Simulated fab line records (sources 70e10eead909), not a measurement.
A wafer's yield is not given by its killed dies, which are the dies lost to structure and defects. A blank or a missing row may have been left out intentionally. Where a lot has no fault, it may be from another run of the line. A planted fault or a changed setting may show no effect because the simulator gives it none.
fab line records | flow nand_harc
record: lots: 6 | wafers: 18 | last_day: 31
route steps=1302 shown A_DECK1_JOINT@537 A_ONON_D2@545
lots untouched by any fault: they come from a run of this same line in which no faults occurred
start_h: the number of hours between the record's first day and the start of the first shown wafer of the lot | wait_h: how many hours have passed since the lot's step before this one | " the same as in the row above | L1.1+2: a single row standing in for several wafers | - no value, or no start was given | * or withheld: withheld | < > ~ a bound
route shown NAME@n: a module of which the file shows steps, and the number in the route of the first | usual: mean/standard deviation taken from wafers without a fault | same: alike in all rows | chamber/n: place in a boat | sites: the reading at each site | _std_site: how widely they spread, as a standard deviation | _edge_site: outer sites' mean less inner sites' | radius_mm: how far each site lies from the wafer's centre | mask NAME#n: copy n | behind: the tool/chamber that last shaped the wafer | hold: cause of the lot's hold/its duration in hours/its outcome | device: whichever transistor did not switch (one of n, p or np) | end of line: at the end of the route, the tests of the same wafers | a step with no rows: only its recipe | killed: at the first sort, the dies lost to defects and structure; wafer yield is something else | map: a wafer's dies, marking killed ones x, the rest . and places with no die _
set.NAME: the setting as run; set.NAME@STEP: as run at that earlier step | model.NAME: the simulator's own value behind a step, which no gauge read
lots at selected steps of the route; one table per step, one row per wafer
services: the hour from which a tool's chamber was out of use, counted from the record's first day as start_h (under 0 if before that day), plus the number of hours and why
== steps ==
step: NHARC_A_DECK1_JOINT_ANNEAL_28
recipe: temp_c: 500 | time_s: 1800 | idle_temp_c: 400 | ramp_up_c_per_min: 10 | densification_p_h2o_torr: 640
step: NHARC_A_DECK1_JOINT_ANNEAL_29
recipe: temp_c: 750 | time_s: 1800 | idle_temp_c: 500 | ramp_up_c_per_min: 10 | ramp_down_c_per_min: 3
step: NHARC_A_DECK1_JOINT_CMP_02
recipe: material: SiOx
usual: edge_zone_pressure_frac: 1.000/0.0049 | motor_current_A: 12.3/1.1 | retaining_ring_pressure_frac: 1.000/0.0052 | slurry_filter_dp_kPa: 13.50/0.14
lot.wafer | tool   | chamber | start_h | wait_h | edge_zone_pressure_frac | motor_current_A | retaining_ring_pressure_frac | slurry_filter_dp_kPa
L527.3    | cmp-02 | 1       | 316.43  | 0.4    | 1.000                   | 13.7            | 0.996                        | 13.69
L527.1    | "      | 3       | "       | "      | 0.997                   | 11.9            | 1.004                        | 13.64
L527.5    | "      | 2       | "       | "      | 0.998                   | 12.8            | 1.000                        | 13.43
L529.2    | cmp-03 | 3       | 337.42  | 0.4    | 1.000                   | 12.3            | 1.005                        | 13.55
L529.3    | "      | 1       | "       | "      | 0.991                   | 12.6            | 0.999                        | 13.58
L529.1    | "      | 2       | "       | "      | 1.006                   | 12.2            | 0.986                        | 13.46
L532.4    | cmp-04 | 3       | 373.48  | 0.4    | 1.003                   | 11.9            | 1.007                        | 13.27
L532.5    | "      | 2       | "       | "      | 0.995                   | 12.6            | 1.000                        | 13.50
L532.6    | "      | 3       | "       | "      | 1.002                   | 11.8            | 1.001                        | 13.56
L535.2    | cmp-03 | 1       | 391.27  | 0.4    | 0.993                   | 12.2            | 1.000                        | 13.39
L535.4    | "      | 0       | "       | "      | 1.000                   | 12.3            | 1.009                        | 13.48
L535.5    | "      | 1       | "       | "      | 0.997                   | 12.6            | 1.003                        | 13.33
L541.1    | cmp-03 | 1       | 452.22  | 0.4    | 1.004                   | 12.6            | 0.998                        | 13.24
L541.4    | "      | 2       | "       | "      | 1.002                   | 11.6            | 1.010                        | 13.60
L541.5    | "      | 1       | "       | "      | 0.998                   | 12.2            | 1.007                        | 13.78
L540.2    | cmp-02 | 2       | 452.23  | 0.4    | 1.003                   | 11.9            | 1.001                        | 13.39
L540.6    | "      | 1       | "       | "      | 1.006                   | 14.1            | 0.996                        | 13.72
L540.5    | "      | 2       | "       | "      | 0.997                   | 12.1            | 1.006                        | 13.49
step: NHARC_A_DECK1_JOINT_SRD_15
step: NHARC_A_DECK1_JOINT_DEP_16
recipe: target_thk_a: 450 | temp_c: 400 | pressure_torr: 6.5 | rf_w: 900 | teos_flow_sccm: 161.4 | flow_sccm: 2650 | target_thk_nm: 45 | gas: O2 | material: SiO2
usual: heater_power_w: 562/74 | throttle_valve_pct: 15.9/0.63
lot.wafer | tool     | chamber | start_h | wait_h | heater_power_w | since_wet_clean_h | throttle_valve_pct
L527.3    | pecvd-02 | 2       | 316.82  | 0.1    | 580            | 76                | 16.7
L527.1    | "        | 1       | "       | "      | 585            | 76                | 15.5
L527.5    | "        | 1       | "       | "      | 608            | -                 | 15.3
L529.1    | pecvd-04 | 1       | 337.81  | 0.1    | 716            | 55                | 15.5
L529.3    | "        | 2       | "       | "      | 627            | 55                | 16.3
L529.2    | "        | 0       | "       | "      | 527            | 55                | 15.8
L532.6    | pecvd-04 | 0       | 374.01  | 0.2    | 678            | -                 | 15.6
L532.5    | "        | 1       | "       | "      | 700            | -                 | 15.9
L532.4    | "        | 2       | "       | "      | 496            | -                 | 16.5
L535.2    | pecvd-04 | 1       | 391.66  | 0.1    | 712            | 109               | 15.8
L535.4    | "        | 1       | "       | "      | 725            | -                 | 15.9
L535.5    | "        | 0       | "       | "      | 585            | -                 | 15.7
L540.2    | pecvd-03 | 1       | 452.59  | 0.1    | 442            | 74                | 15.2
L540.6    | "        | 1       | "       | "      | 436            | -                 | 15.1
L540.5    | "        | 0       | "       | "      | 490            | -                 | 15.9
L541.1    | pecvd-03 | 0       | 452.82  | 0.3    | 521            | 74                | 15.5
L541.5    | "        | 2       | "       | "      | 593            | -                 | 16.6
L541.4    | "        | 0       | "       | "      | 532            | -                 | 15.6
step: NHARC_A_DECK1_JOINT_THK_MEAS_17
recipe: thk_meas_gauge: ellipsometry
usual: thk_nm: 45.0/1.1
lot.wafer | tool          | chamber | start_h | wait_h | thk_nm
L527.1    | film_metro-01 | -       | 317.10  | 0.2    | 44.6
L527.3    | "             | -       | "       | "      | 43.3
L527.5    | "             | -       | "       | "      | 43.9
L529.1    | film_metro-02 | -       | 338.09  | 0.2    | 43.9
L529.2    | "             | -       | "       | "      | 43.2
L529.3    | "             | -       | "       | "      | 46.0
L532.4    | film_metro-01 | -       | 374.21  | 0.1    | 44.4
L532.5    | "             | -       | "       | "      | 47.6
L532.6    | "             | -       | "       | "      | 47.2
L535.2    | film_metro-02 | -       | 391.94  | 0.3    | 45.9
L535.4    | "             | -       | "       | "      | 46.4
L535.5    | "             | -       | "       | "      | 45.3
L540.2    | film_metro-01 | -       | 452.87  | 0.2    | 46.1
L540.5    | "             | -       | "       | "      | 45.8
L540.6    | "             | -       | "       | "      | 44.1
L541.1    | film_metro-01 | -       | 453.04  | 0.2    | 44.7
L541.4    | "             | -       | "       | "      | 46.2
L541.5    | "             | -       | "       | "      | 44.0
step: NHARC_A_DECK1_JOINT_INSPECT_05
usual: raw_defect_count: 310/98
lot.wafer | tool              | chamber | start_h | wait_h | raw_defect_count
L527.1    | defect_inspect-02 | -       | 317.13  | 0.0    | 230
L527.3    | "                 | -       | "       | "      | 165
L527.5    | "                 | -       | "       | "      | 260
L529.1    | defect_inspect-02 | -       | 338.12  | 0.0    | 426
L529.2    | "                 | -       | "       | "      | 280
L529.3    | "                 | -       | "       | "      | 456
L532.4    | defect_inspect-02 | -       | 374.24  | 0.0    | 206
L532.5    | "                 | -       | "       | "      | 270
L532.6    | "                 | -       | "       | "      | 256
L535.2    | defect_inspect-01 | -       | 391.98  | 0.0    | 238
L535.4    | "                 | -       | "       | "      | 630
L535.5    | "                 | -       | "       | "      | 355
L540.2    | defect_inspect-02 | -       | 452.91  | 0.0    | 434
L540.5    | "                 | -       | "       | "      | 324
L540.6    | "                 | -       | "       | "      | 234
L541.1    | defect_inspect-02 | -       | 453.08  | 0.0    | 286
L541.4    | "                 | -       | "       | "      | 260
L541.5    | "                 | -       | "       | "      | 246
step: NHARC_A_ONON_D2_DEP_00
recipe: target_thk_a: 10000 | n2_flow_sccm: 2750 | n2o_flow_sccm: 2000 | nh3_flow_sccm: 500 | sih4_flow_sccm: 210 | temp_c: 400
step: NHARC_A_ONON_D2_THK_MEAS_02
recipe: thk_meas_gauge: ellipsometry
usual: thk_nm: 1001/9.5
lot.wafer | tool          | chamber | start_h | wait_h | thk_nm
L527.1    | film_metro-01 | -       | 317.71  | -      | 992
L527.3    | "             | -       | "       | "      | 993
L527.5    | "             | -       | "       | "      | 993
L529.1    | film_metro-02 | -       | 338.70  | -      | 1000
L529.2    | "             | -       | "       | "      | 997
L529.3    | "             | -       | "       | "      | 998
L532.4    | film_metro-01 | -       | 374.81  | -      | 1010
L532.5    | "             | -       | "       | "      | 1010
L532.6    | "             | -       | "       | "      | 1009
L535.2    | film_metro-01 | -       | 392.54  | -      | 997
L535.4    | "             | -       | "       | "      | 995
L535.5    | "             | -       | "       | "      | 994
L540.2    | film_metro-01 | -       | 453.48  | -      | 999
L540.5    | "             | -       | "       | "      | 998
L540.6    | "             | -       | "       | "      | 998
L541.1    | film_metro-01 | -       | 453.83  | -      | 1013
L541.4    | "             | -       | "       | "      | 1012
L541.5    | "             | -       | "       | "      | 1012
step: NHARC_A_ONON_D2_DEP_03
recipe: target_thk_a: 10000 | n2_flow_sccm: 2750 | n2o_flow_sccm: 2000 | nh3_flow_sccm: 500 | sih4_flow_sccm: 210 | temp_c: 400
step: NHARC_A_ONON_D2_THK_MEAS_05
recipe: thk_meas_gauge: ellipsometry
usual: thk_nm: 997/12
lot.wafer | tool          | chamber | start_h | wait_h | thk_nm
L527.1    | film_metro-02 | -       | 318.27  | -      | 993
L527.3    | "             | -       | "       | "      | 994
L527.5    | "             | -       | "       | "      | 993
L529.1    | film_metro-02 | -       | 339.29  | -      | 988
L529.2    | "             | -       | "       | "      | 985
L529.3    | "             | -       | "       | "      | 986
L532.4    | film_metro-01 | -       | 375.38  | -      | 1005
L532.5    | "             | -       | "       | "      | 1006
L532.6    | "             | -       | "       | "      | 1006
L535.2    | film_metro-01 | -       | 393.11  | -      | 1016
L535.4    | "             | -       | "       | "      | 1015
L535.5    | "             | -       | "       | "      | 1016
L540.2    | film_metro-01 | -       | 454.05  | -      | 1004
L540.5    | "             | -       | "       | "      | 1006
L540.6    | "             | -       | "       | "      | 1006
L541.1    | film_metro-01 | -       | 454.39  | -      | 1006
L541.4    | "             | -       | "       | "      | 1007
L541.5    | "             | -       | "       | "      | 1006
step: NHARC_A_ONON_D2_DEP_06
recipe: target_thk_a: 10000 | n2_flow_sccm: 2750 | n2o_flow_sccm: 2000 | nh3_flow_sccm: 500 | sih4_flow_sccm: 210 | temp_c: 400
usual: nh3_flow_sccm: 500.1/1.3
lot.wafer | tool          | chamber | start_h | wait_h | nh3_flow_sccm
L527.1    | pecvd_onon-02 | 0       | 318.32  | 0.1    | 500.9
L527.3    | "             | 0       | "       | "      | 499.8
L527.5    | "             | 0       | "       | "      | 499.2
L529.1    | pecvd_onon-01 | 0       | 339.34  | 0.1    | 501.5
L529.2    | "             | 0       | "       | "      | 500.5
L529.3    | "             | 0       | "       | "      | 501.9
L532.4    | pecvd_onon-01 | 0       | 375.61  | 0.2    | 499.6
L532.5    | "             | 0       | "       | "      | 498.9
L532.6    | "             | 0       | "       | "      | 499.1
L535.2    | pecvd_onon-03 | 0       | 393.23  | 0.1    | 499.2
L535.4    | "             | 0       | "       | "      | 500.5
L535.5    | "             | 0       | "       | "      | 498.1
L540.2    | pecvd_onon-02 | 0       | 454.16  | 0.1    | 499.0
L540.5    | "             | 0       | "       | "      | 499.7
L540.6    | "             | 0       | "       | "      | 499.5
L541.1    | pecvd_onon-02 | 0       | 454.46  | 0.1    | 501.1
L541.4    | "             | 0       | "       | "      | 498.7
L541.5    | "             | 0       | "       | "      | 498.6
step: NHARC_A_ONON_D2_THK_MEAS_08
recipe: thk_meas_gauge: ellipsometry
usual: thk_nm: 999/13
lot.wafer | tool          | chamber | start_h | wait_h | thk_nm
L527.1    | film_metro-01 | -       | 318.84  | -      | 1002
L527.3    | "             | -       | "       | "      | 1001
L527.5    | "             | -       | "       | "      | 1002
L529.1    | film_metro-02 | -       | 339.85  | -      | 993
L529.2    | "             | -       | "       | "      | 992
L529.3    | "             | -       | "       | "      | 992
L532.4    | film_metro-01 | -       | 375.95  | -      | 996
L532.5    | "             | -       | "       | "      | 998
L532.6    | "             | -       | "       | "      | 999
L535.2    | film_metro-02 | -       | 393.68  | -      | 971
L535.4    | "             | -       | "       | "      | 971
L535.5    | "             | -       | "       | "      | 971
L540.2    | film_metro-01 | -       | 454.62  | -      | 1002
L540.5    | "             | -       | "       | "      | 961
L540.6    | "             | -       | "       | "      | 1002
L541.1    | film_metro-02 | -       | 454.96  | -      | 1000
L541.4    | "             | -       | "       | "      | 1001
L541.5    | "             | -       | "       | "      | 960
step: NHARC_A_ONON_D2_DEP_09
recipe: target_thk_a: 10000 | n2_flow_sccm: 2750 | n2o_flow_sccm: 2000 | nh3_flow_sccm: 500 | sih4_flow_sccm: 210 | temp_c: 400
== services ==
tool          | chamber | start_h | hours | kind
pecvd-03      | -       | 296.03  | 4.8   | repair
cmp-03        | -       | 309.67  | 2.8   | repair
cmp-04        | -       | 310.06  | 4.0   | pm
cmp-02        | -       | 326.53  | 19.9  | repair
pecvd-02      | 0       | 339.44  | 6.0   | repair
pecvd-03      | -       | 366.00  | 13.0  | pm
pecvd_onon-02 | -       | 366.00  | 13.0  | pm
cmp-03        | -       | 368.45  | 4.0   | pm
cmp-03        | -       | 372.45  | -     | consumable_replace:conditioner
cmp-03        | -       | 372.45  | -     | consumable_replace:pad
cmp-02        | -       | 372.75  | 2.1   | repair
cmp-04        | -       | 387.31  | 0.9   | repair
cmp-04        | -       | 390.45  | 2.1   | repair
cmp-04        | -       | 407.32  | 0.4   | repair
cmp-04        | -       | 408.06  | 4.0   | pm
pecvd_onon-03 | -       | 408.33  | 13.0  | pm
pecvd-02      | -       | 408.44  | 13.0  | pm
cmp-04        | -       | 425.79  | 1.1   | repair
cmp-03        | -       | 438.54  | 4.1   | repair
cmp-02        | -       | 444.38  | 4.0   | pm
pecvd_onon-01 | -       | 450.00  | 13.0  | pm
pecvd-04      | -       | 450.49  | 13.0  | pm
pecvd-04      | 0       | 450.49  | 13.0  | vent_cycle
pecvd-04      | 1       | 450.49  | 13.0  | vent_cycle
== key ==
first_sign: step: NHARC_A_ONON_D2_THK_MEAS_08 | reading: thk_nm | direction: down | sigmas: 3.1 | usual: 999 | struck: 961
effect none on later readings
met_at NHARC_A_ONON_D2_DEP_06
struck_wafers L540.5,L541.5
sort_left_out L540.5,L541.5
tester_left_out L540,L541
fault: kind: process_parameter_drift | tool: pecvd_onon-02 | chamber: - | onset_h: 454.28 | steps: NHARC_A_ONON_D2_DEP_06 | channel: target_thk_a | offset: * | shape: step | end_h: 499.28 | scope: struck_wafers_only | acts_in: * | stated: *
tester_left_out: of these lots the tester's yield and bins aren't shown, on N5 and GAA mostly nor the transistor test; their killed dies are dies lost to structure and defects alone, not to doping, threshold or leakage, so they don't give the yield
sort_left_out: the simulated sort isn't trusted on such a fault, so these wafers' sort isn't shown, and their yield isn't known
